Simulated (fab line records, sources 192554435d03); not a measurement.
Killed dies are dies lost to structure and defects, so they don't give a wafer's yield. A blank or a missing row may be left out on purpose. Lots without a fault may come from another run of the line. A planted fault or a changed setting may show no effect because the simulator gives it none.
Chamber matching | flow n5_finfet | N5_ILD0_CMP_03 on cmp-02: 4 sister chambers
The step polishes, stops on SiNx, t overpolish 1.9 s, target thk 197.38 nm. 8 wafers are shown with their chamber, then 10 later ones without.

WAFERS WITH THEIR CHAMBER
wafer  | chamber | motor_current_A (A) | time_to_endpoint_s (s)
L078.2 | 1       | 11.2                | 71
L084.2 | 0       | 11.5                | 70
L084.5 | 3       | 12.5                | 75
L087.1 | 2       | 12.9                | 70
L087.5 | 1       | 10.8                | 68
L087.6 | 0       | 11.8                | 67
L091.3 | 2       | 13.5                | 72
L091.4 | 3       | 11.8                | 71

WAFERS WITHOUT THEIR CHAMBER
wafer  | motor_current_A (A) | time_to_endpoint_s (s)
L091.5 | 12.4                | 73
L092.1 | 12.8                | 71
L092.3 | 11.7                | 70
L092.5 | 11.1                | 72
L094.1 | 11.7                | 73
L094.2 | 11.9                | 73
L094.4 | 13.5                | 71
L096.1 | 12.6                | 71
L096.2 | 12.0                | 75
L096.3 | 12.6                | 79

WHICH CHAMBER EACH WENT THROUGH
wafer  | from the rows above          | in truth
L091.5 | can't be placed: 3 or 2      | 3
L092.1 | can't be placed: 2 or 3      | 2
L092.3 | can't be placed: 0 or 3 or 1 | 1
L092.5 | can't be placed: 1 or 0 or 3 | 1
L094.1 | can't be placed: 3 or 0 or 1 | 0
L094.2 | can't be placed: 3 or 0      | 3
L094.4 | 2                            | 2
L096.1 | can't be placed: 3 or 2 or 0 | 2
L096.2 | 3                            | 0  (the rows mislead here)
L096.3 | can't be placed: 3 or 2      | 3
Placed correctly: 1 of 10. Can't be placed from these rows: 8 (the true chamber is among the candidates in 8). Placed wrongly: 1.
How it was worked out, from the rows above alone: a wafer's distance from a chamber is the root of the sum, over the readings, of the square of ((its reading less the chamber's mean) divided by the reading's scatter). The wafer belongs to the nearest chamber; if the next one is less than 2 further off, it can't be placed. A chamber's mean is the mean of its shown wafers. The scatter: the root of (the sum of the squares of (reading less its chamber's mean) over the shown wafers, divided by (wafers less chambers)).
